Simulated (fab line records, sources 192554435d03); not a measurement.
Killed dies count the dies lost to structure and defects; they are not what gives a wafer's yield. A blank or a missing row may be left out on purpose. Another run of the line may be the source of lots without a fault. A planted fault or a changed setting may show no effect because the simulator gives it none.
Chamber matching	flow n5Finfet	4 sister chambers for N5_FIN_SAQP_ETCH_34 on rieDiel-05
The step etches SiO2 in C4F6/O2, target depth 45 nm, time 15 s. 4 wafers are shown with their chamber, then 8 later ones without.

## WAFERS PAIRED WITH THEIR CHAMBERS
wafer	chamber	throttleValvePct (%)
L082.5	1	20.87
L082.6	2	21.17
L090.4	0	20.68
L091.3	3	21.39

## WAFERS MISSING THEIR CHAMBER
wafer	throttleValvePct (%)
L091.4	21.22
L091.6	20.70
L092.4	21.38
L092.5	20.70
L092.6	21.22
L094.1	21.22
L094.2	21.40
L094.3	20.70

## CHAMBER TAKEN BY EACH
wafer	from the rows above	in truth
L091.4	2	2
L091.6	0	0
L092.4	3	3
L092.5	0	0
L092.6	2	2
L094.1	2	2
L094.2	3	3
L094.3	0	0
Placed correctly: 8 of 8. Number that these rows cannot place: 0. Wrongly placed: 0.
How it was worked out, from the rows above alone: a wafer's distance from a chamber is the root of the sum, over the readings, of the square of ((its reading less the chamber's mean) divided by the reading's scatter). The wafer belongs to the nearest chamber; if the next one is less than 2 further off, it can't be placed. A chamber's mean is the mean of its shown wafers. The scatter (one wafer shown for each chamber): square how far every hidden wafer sits from the nearest shown wafer, average those squares and take the square root.
